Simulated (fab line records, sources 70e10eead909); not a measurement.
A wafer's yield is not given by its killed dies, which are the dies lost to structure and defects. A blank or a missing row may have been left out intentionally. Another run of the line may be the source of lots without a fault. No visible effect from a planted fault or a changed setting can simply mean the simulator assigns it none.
What tool caused it? || flow nand-harc || 18 wafers from 6 lots sampled at 5 of the route's 1159 steps

## WHAT EACH GAUGE READ, for each wafer
NHARC_END_SORT_01.
{"lot": "L142", "measured": "day 22 03:14", "on": "prober-02", "killed-at-array": "673 674 674"}
{"lot": "L144", "measured": "day 23 05:12", "on": "prober-02", "killed-at-array": "674 677 677"}

## TOOL THAT RAN EACH LOT (tool first, then ch and the chambers of the sampled wafers, then the start)
{"lot": "L131", "NHARC_A_STAIRCASE_TRIM_26": "rie-diel-11 ch 2,3, day 11 11:25 or earlier", "NHARC_A_STAIRCASE_TRIM_191": "rie-diel-11 ch 0,2, day 11 11:25 or earlier", "NHARC_A_STAIRCASE_ETCH_192": "rie-diel-11 ch 0,1,2, day 11 11:25", "NHARC_A_STAIRCASE_TRIM_193": "rie-diel-11 ch 2,3, no start"}
{"lot": "L139", "NHARC_A_STAIRCASE_TRIM_26": "rie-diel-05 ch 0,3, day 12 23:01 or earlier", "NHARC_A_STAIRCASE_TRIM_191": "rie-diel-12 ch 1,2,3, day 12 23:01 or earlier", "NHARC_A_STAIRCASE_ETCH_192": "rie-diel-12 ch 0,1,2, day 12 23:01", "NHARC_A_STAIRCASE_TRIM_193": "rie-diel-12 ch 0,2, no start"}
{"lot": "L142", "NHARC_A_STAIRCASE_TRIM_26": "rie-diel-05 ch 1,2, day 14 02:17 or earlier", "NHARC_A_STAIRCASE_TRIM_191": "rie-diel-05 ch 0,1,3, day 14 02:17 or earlier", "NHARC_A_STAIRCASE_ETCH_192": "rie-diel-05 ch 0,1,3, day 14 02:17", "NHARC_A_STAIRCASE_TRIM_193": "rie-diel-05 ch 1,2, day 22 03:14 or earlier"}
{"lot": "L144", "NHARC_A_STAIRCASE_TRIM_26": "rie-diel-11 ch 0,1,3, day 14 23:43 or earlier", "NHARC_A_STAIRCASE_TRIM_191": "rie-diel-11 ch 2,3, day 14 23:43 or earlier", "NHARC_A_STAIRCASE_ETCH_192": "rie-diel-11 ch 1,2, day 14 23:43", "NHARC_A_STAIRCASE_TRIM_193": "rie-diel-11 ch 2,3, day 23 05:12 or earlier"}
{"lot": "L153", "NHARC_A_STAIRCASE_TRIM_26": "rie-diel-12 ch 0,2, day 16 10:36 or earlier", "NHARC_A_STAIRCASE_TRIM_191": "rie-diel-05 ch 2,3, day 16 10:36 or earlier", "NHARC_A_STAIRCASE_ETCH_192": "rie-diel-05 ch 0,1,3, day 16 10:36", "NHARC_A_STAIRCASE_TRIM_193": "rie-diel-05 ch 0,1,2, no start"}
{"lot": "L151", "NHARC_A_STAIRCASE_TRIM_26": "rie-diel-12 ch 0,2,3, day 16 19:54 or earlier", "NHARC_A_STAIRCASE_TRIM_191": "rie-diel-11 ch 1,3, day 16 19:54 or earlier", "NHARC_A_STAIRCASE_ETCH_192": "rie-diel-11 ch 1,3, day 16 19:54", "NHARC_A_STAIRCASE_TRIM_193": "rie-diel-11 ch 0,2, no start"}
- NHARC_A_STAIRCASE_TRIM_26: chemistry O2, time 211.2 s.
- NHARC_A_STAIRCASE_TRIM_191: chemistry O2, time 211.2 s.
- NHARC_A_STAIRCASE_ETCH_192: etches the open film in C4F8/O2, target depth 100 nm, time 40.5 s.
- NHARC_A_STAIRCASE_TRIM_193: chemistry O2, time 211.2 s.

## THE ANSWER, worked out from the rows above alone
Rule: the lots themselves supply what counts as usual. The widest of any qualifying gaps counts: lots, ordered by their means at a reading, are off when they make up no more than a third of the lots, leave a main group of 4 or more, and stand apart from it by 3 or more times the standard deviation of that group's means. Not used: any main group whose means are identical at the precision the tables above print for the reading. Also off: a lot with no number at a reading for which 4 or more lots have one. Where the step has rows for the other lots, those lots are counted as sound.
No lot is off on any of the readings shown, so nothing can be concluded from this.

## WHAT THE SIMULATOR HAD INSERTED
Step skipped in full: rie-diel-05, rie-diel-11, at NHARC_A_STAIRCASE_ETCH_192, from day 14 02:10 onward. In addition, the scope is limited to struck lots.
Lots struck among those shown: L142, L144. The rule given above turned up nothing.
